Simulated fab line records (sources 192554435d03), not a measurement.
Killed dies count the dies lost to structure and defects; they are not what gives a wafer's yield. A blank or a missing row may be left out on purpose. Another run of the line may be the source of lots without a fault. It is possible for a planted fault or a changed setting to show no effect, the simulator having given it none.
Which tool was responsible? :: flow n5 finfet :: 11 lots with 33 wafers sampled at 5 steps, on a route of 1938 steps

== WHAT THE GAUGES SHOWED, per wafer ==
N5_BEOL_M13_OCD_MEAS_35.
lot: L860
measured: day 10 23:57
on: ocd-02
trench depth nm (nm): 420 415 417

lot: L861
measured: day 11 07:02
on: ocd-01
trench depth nm (nm): 411 395 408

lot: L864
measured: day 11 17:20
on: ocd-02
trench depth nm (nm): 421 401 421

lot: L865
measured: day 12 13:14
on: ocd-01
trench depth nm (nm): 405 406 405

lot: L867
measured: day 13 02:55
on: ocd-02
trench depth nm (nm): 409 407 411

lot: L868
measured: day 14 03:01
on: ocd-02
trench depth nm (nm): 425 410 415

lot: L876
measured: day 15 03:00
on: ocd-01
trench depth nm (nm): 410 410 411

lot: L879
measured: day 16 08:17
on: ocd-02
trench depth nm (nm): 402 407 402

lot: L880
measured: day 16 23:10
on: ocd-01
trench depth nm (nm): 404 407 400

lot: L883
measured: day 17 10:18
on: ocd-01
trench depth nm (nm): 405 405 420

lot: L882
measured: day 17 13:46
on: ocd-01
trench depth nm (nm): 415 423 427

N5_BEOL_M14_OVL_MEAS_11.
lot: L860
measured: day 11 02:20
on: overlay-02
V13_OVL (nm): 6 8 9

lot: L861
measured: day 11 09:55
on: overlay-02
V13_OVL (nm): 16 7 10

lot: L864
measured: day 12 04:23
on: overlay-02
V13_OVL (nm): 5 9 2

lot: L865
measured: day 12 16:58
on: overlay-01
V13_OVL (nm): 7 -3 11

lot: L867
measured: day 13 05:13
on: overlay-02
V13_OVL (nm): 9 4 10

lot: L868
measured: day 14 07:10
on: overlay-02
V13_OVL (nm): 14 3 15

lot: L876
measured: day 15 10:20
on: overlay-01
V13_OVL (nm): 15 2 6

lot: L879
measured: day 16 12:01
on: overlay-01
V13_OVL (nm): -2 4 6

lot: L880
measured: day 17 02:52
on: overlay-01
V13_OVL (nm): 6 2 10

lot: L883
measured: day 17 14:16
on: overlay-01
V13_OVL (nm): -4 0 -7

lot: L882
measured: day 17 16:24
on: overlay-01
V13_OVL (nm): 8 4 10

N5_BEOL_M14_INSPECT_12: inspects for defects (macro).
lot: L860
measured: day 11 02:22
on: defect inspect-02
raw defect count: 4 3 1

lot: L861
measured: day 11 09:56
on: defect inspect-01
raw defect count: 2 2 6

lot: L864
measured: day 12 04:25
on: defect inspect-01
raw defect count: 3 1 1

lot: L865
measured: day 12 16:59
on: defect inspect-02
raw defect count: 2 0 3

lot: L867
measured: day 13 05:15
on: defect inspect-02
raw defect count: 2 5 2

lot: L868
measured: day 14 07:11
on: defect inspect-02
raw defect count: 2 1 3

lot: L876
measured: day 15 10:21
on: defect inspect-02
raw defect count: 4 3 >300

lot: L879
measured: day 16 12:02
on: defect inspect-02
raw defect count: 0 3 1

lot: L880
measured: day 17 02:53
on: defect inspect-02
raw defect count: 2 7 1

lot: L883
measured: day 17 14:17
on: defect inspect-01
raw defect count: 0 1 1

lot: L882
measured: day 17 16:25
on: defect inspect-02
raw defect count: 1 4 2

== WHICH TOOL RAN EACH LOT (tool, then ch and the chambers of the sampled wafers, then the start) ==
lot: L860
N5_BEOL_M13_ETCH_38: rie diel-06 ch 0,2,3, day 11 00:04
N5_BEOL_M14_ILD_DEP_00: pecvd-01 ch 1,2, day 11 01:49

lot: L861
N5_BEOL_M13_ETCH_38: rie diel-04 ch 0,2, day 11 07:29
N5_BEOL_M14_ILD_DEP_00: pecvd-01 ch 0,2, day 11 09:23

lot: L864
N5_BEOL_M13_ETCH_38: rie diel-02 ch 0,1,3, day 12 02:08
N5_BEOL_M14_ILD_DEP_00: pecvd-04 ch 0,1,2, day 12 03:44

lot: L865
N5_BEOL_M13_ETCH_38: rie diel-02 ch 0,2, day 12 14:19
N5_BEOL_M14_ILD_DEP_00: pecvd-04 ch 1,2, day 12 16:26

lot: L867
N5_BEOL_M13_ETCH_38: rie diel-06 ch 0,2,3, day 13 03:02
N5_BEOL_M14_ILD_DEP_00: pecvd-01 ch 1,2, day 13 04:41

lot: L868
N5_BEOL_M13_ETCH_38: rie diel-06 ch 0,1,3, day 14 04:28
N5_BEOL_M14_ILD_DEP_00: pecvd-03 ch 0,1,2, day 14 06:38

lot: L876
N5_BEOL_M13_ETCH_38: rie diel-02 ch 2,3, day 15 07:58
N5_BEOL_M14_ILD_DEP_00: pecvd-01 ch 0,2, day 15 09:41

lot: L879
N5_BEOL_M13_ETCH_38: rie diel-06 ch 0,2, day 16 09:02
N5_BEOL_M14_ILD_DEP_00: pecvd-03 ch 0,1,2, day 16 11:22

lot: L880
N5_BEOL_M13_ETCH_38: rie diel-06 ch 0,1, day 16 23:59
N5_BEOL_M14_ILD_DEP_00: pecvd-04 ch 0,1, day 17 02:20

lot: L883
N5_BEOL_M13_ETCH_38: rie diel-02 ch 1,2,3, day 17 11:26
N5_BEOL_M14_ILD_DEP_00: pecvd-04 ch 1,2, day 17 13:44

lot: L882
N5_BEOL_M13_ETCH_38: rie diel-04 ch 0,3, day 17 13:55
N5_BEOL_M14_ILD_DEP_00: pecvd-04 ch 0,1,2, day 17 15:45
- N5_BEOL_M13_ETCH_38: etches SiCN in CF4/N2, target depth 67.5 nm, time 71.9 s.
- N5_BEOL_M14_ILD_DEP_00: deposits SiO2 from TEOS/O2, target thk 1119.3 nm, time 237.4 s.

== WHAT THE TOOLS THEMSELVES READ (means of the sampled wafers that have a number; where no wafer has one, the mark that the record gives instead) ==
N5_BEOL_M13_ETCH_38.
lot: L860
tool: rie diel-06
drypump motor current A (A): 5.6
oes product au (a.u.): 0.78
rf vpp V (V): 383.6
showerhead plenum p Torr (Torr): 2.27
throttle valve pct (%): 15.39

lot: L861
tool: rie diel-04
drypump motor current A (A): 5.7
oes product au (a.u.): 0.75
rf vpp V (V): 380.0
showerhead plenum p Torr (Torr): 2.13
throttle valve pct (%): 15.44

lot: L864
tool: rie diel-02
drypump motor current A (A): 5.5
oes product au (a.u.): 0.84
rf vpp V (V): 382.8
showerhead plenum p Torr (Torr): 2.23
throttle valve pct (%): 15.55

lot: L865
tool: rie diel-02
drypump motor current A (A): 5.4
oes product au (a.u.): 0.92
rf vpp V (V): 381.2
showerhead plenum p Torr (Torr): 2.17
throttle valve pct (%): 15.18

lot: L867
tool: rie diel-06
drypump motor current A (A): 5.6
oes product au (a.u.): 0.77
rf vpp V (V): 383.2
showerhead plenum p Torr (Torr): 2.27
throttle valve pct (%): 15.44

lot: L868
tool: rie diel-06
drypump motor current A (A): 5.4
oes product au (a.u.): 0.78
rf vpp V (V): 382.7
showerhead plenum p Torr (Torr): 2.25
throttle valve pct (%): 15.49

lot: L876
tool: rie diel-02
drypump motor current A (A): 5.8
oes product au (a.u.): 0.86
rf vpp V (V): 381.8
showerhead plenum p Torr (Torr): 2.20
throttle valve pct (%): 15.30

lot: L879
tool: rie diel-06
drypump motor current A (A): 5.9
oes product au (a.u.): 0.73
rf vpp V (V): 382.3
showerhead plenum p Torr (Torr): 2.22
throttle valve pct (%): 15.55

lot: L880
tool: rie diel-06
drypump motor current A (A): 5.5
oes product au (a.u.): 0.77
rf vpp V (V): 382.1
showerhead plenum p Torr (Torr): 2.18
throttle valve pct (%): 15.68

lot: L883
tool: rie diel-02
drypump motor current A (A): 5.8
oes product au (a.u.): 0.86
rf vpp V (V): 381.5
showerhead plenum p Torr (Torr): 2.20
throttle valve pct (%): 15.34

lot: L882
tool: rie diel-04
drypump motor current A (A): 5.5
oes product au (a.u.): 0.90
rf vpp V (V): 383.1
showerhead plenum p Torr (Torr): 2.23
throttle valve pct (%): 15.37

N5_BEOL_M14_ILD_DEP_00.
lot: L860
tool: pecvd-01
heater power w (W): 494
showerhead plenum p Torr (Torr): 8.37
throttle valve pct (%): 17.7

lot: L861
tool: pecvd-01
heater power w (W): 528
showerhead plenum p Torr (Torr): 8.35
throttle valve pct (%): 17.1

lot: L864
tool: pecvd-04
heater power w (W): 430
showerhead plenum p Torr (Torr): 8.34
throttle valve pct (%): 18.5

lot: L865
tool: pecvd-04
heater power w (W): 414
showerhead plenum p Torr (Torr): 8.34
throttle valve pct (%): 17.4

lot: L867
tool: pecvd-01
heater power w (W): 501
showerhead plenum p Torr (Torr): 8.37
throttle valve pct (%): 17.6

lot: L868
tool: pecvd-03
heater power w (W): 608
showerhead plenum p Torr (Torr): 8.34
throttle valve pct (%): 19.1

lot: L876
tool: pecvd-01
heater power w (W): 546
showerhead plenum p Torr (Torr): 8.34
throttle valve pct (%): 17.4

lot: L879
tool: pecvd-03
heater power w (W): 656
showerhead plenum p Torr (Torr): 8.35
throttle valve pct (%): 19.0

lot: L880
tool: pecvd-04
heater power w (W): 415
showerhead plenum p Torr (Torr): 8.34
throttle valve pct (%): 19.6

lot: L883
tool: pecvd-04
heater power w (W): 429
showerhead plenum p Torr (Torr): 8.34
throttle valve pct (%): 18.0

lot: L882
tool: pecvd-04
heater power w (W): 443
showerhead plenum p Torr (Torr): 8.31
throttle valve pct (%): 18.8

== THE ANSWER, worked out from the rows above alone ==
Rule: what is usual is taken from the lots themselves. The widest of any qualifying gaps counts: lots, ordered by their means at a reading, are off when they make up no more than a third of the lots, leave a main group of 4 or more, and stand apart from it by 3 or more times the standard deviation of that group's means. The tables above print the reading to a certain number of digits; a main group whose means all agree to those digits is not used. A lot without any number at a reading at which 4 lots or more have one is off too. Where the step has rows for the other lots, those lots are counted as sound. First the gauges in route order, then the tools' own readings, where a lot's mean is used as printed above. At the first step where some lot is off, the reading lying furthest off is the one used; lots without a number count as furthest.
No lot is off on any of the readings shown, so nothing can be concluded from this.

== WHAT THE SIMULATOR PUT IN ==
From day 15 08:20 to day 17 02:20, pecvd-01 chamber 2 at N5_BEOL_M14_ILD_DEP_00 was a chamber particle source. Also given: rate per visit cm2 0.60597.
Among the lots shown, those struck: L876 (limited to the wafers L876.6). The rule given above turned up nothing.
